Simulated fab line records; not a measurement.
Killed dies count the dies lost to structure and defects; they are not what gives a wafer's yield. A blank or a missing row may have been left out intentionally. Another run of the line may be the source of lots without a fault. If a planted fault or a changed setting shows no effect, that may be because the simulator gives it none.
Chamber matching + flow n5_finfet + 4 sister chambers for N5_BEOL_M11_ALD_74 on ald_metal-04
The step deposits TaN, target thk 2 nm, pulse time 2 s, purge time 3 s. 18 wafers are shown with their chamber, then 9 later ones without.

## WAFERS, EACH WITH ITS CHAMBER
| wafer  | chamber | heater_power_w (W) | precursor_vessel_temp_c (C) |
|--------|---------|--------------------|-----------------------------|
| L074.1 | 0       | 492                | 74.88                       |
| L074.3 | 2       | 532                | 75.13                       |
| L074.5 | 1       | 436                | 75.09                       |
| L077.1 | 1       | 436                | 75.04                       |
| L077.4 | 2       | 536                | 74.95                       |
| L077.6 | 2       | 546                | 74.99                       |
| L075.2 | 3       | 404                | 75.20                       |
| L075.4 | 0       | 484                | 75.09                       |
| L075.6 | 2       | 539                | 74.80                       |
| L081.1 | 1       | 437                | 75.14                       |
| L081.2 | 2       | 532                | 75.24                       |
| L081.6 | 3       | 408                | 74.97                       |
| L084.2 | 1       | 440                | 75.02                       |
| L084.5 | 3       | 396                | 74.88                       |
| L084.6 | 0       | 474                | 74.93                       |
| L088.2 | 1       | 438                | 74.98                       |
| L088.3 | 2       | 520                | 74.96                       |
| L088.4 | 3       | 411                | 75.08                       |

SIGNATURES (averages over the wafers above)
| reading                 | chamber 0 | chamber 1 | chamber 2 | chamber 3 | scatter within a chamber |
|-------------------------|-----------|-----------|-----------|-----------|--------------------------|
| heater_power_w          | 483.33    | 437.40    | 534.17    | 404.75    | 6.96                     |
| precursor_vessel_temp_c | 74.9667   | 75.0540   | 75.0117   | 75.0325   | 0.124                    |
Rule: distance of a wafer from a chamber = root of the sum over the readings of ((wafer's reading minus chamber's mean) / reading's scatter) squared. The wafer belongs to the nearest chamber; if the next one is less than 2 further off, it can't be placed. The scatter: take each reading less its chamber's mean, square it, sum over the shown wafers, divide by the number of wafers less the number of chambers, and take the root.

## WAFERS MISSING THEIR CHAMBER
| wafer  | heater_power_w (W) | precursor_vessel_temp_c (C) |
|--------|--------------------|-----------------------------|
| L089.1 | 523                | 75.18                       |
| L089.4 | 439                | 74.88                       |
| L089.6 | 432                | 75.00                       |
| L090.3 | 407                | 75.10                       |
| L090.4 | 431                | 75.08                       |
| L090.6 | 412                | 75.13                       |
| L091.2 | 485                | 74.96                       |
| L091.5 | 518                | 74.82                       |
| L091.6 | 395                | 74.82                       |

## THE CHAMBER EACH PASSED THROUGH
| wafer  | from the rows above | in truth |
|--------|---------------------|----------|
| L089.1 | 2                   | 2        |
| L089.4 | 1                   | 1        |
| L089.6 | 1                   | 1        |
| L090.3 | 3                   | 3        |
| L090.4 | 1                   | 1        |
| L090.6 | 3                   | 3        |
| L091.2 | 0                   | 0        |
| L091.5 | 2                   | 2        |
| L091.6 | 3                   | 3        |
9 of 9 placed correctly. From these rows, 0 cannot be placed. Placed wrongly: 0.
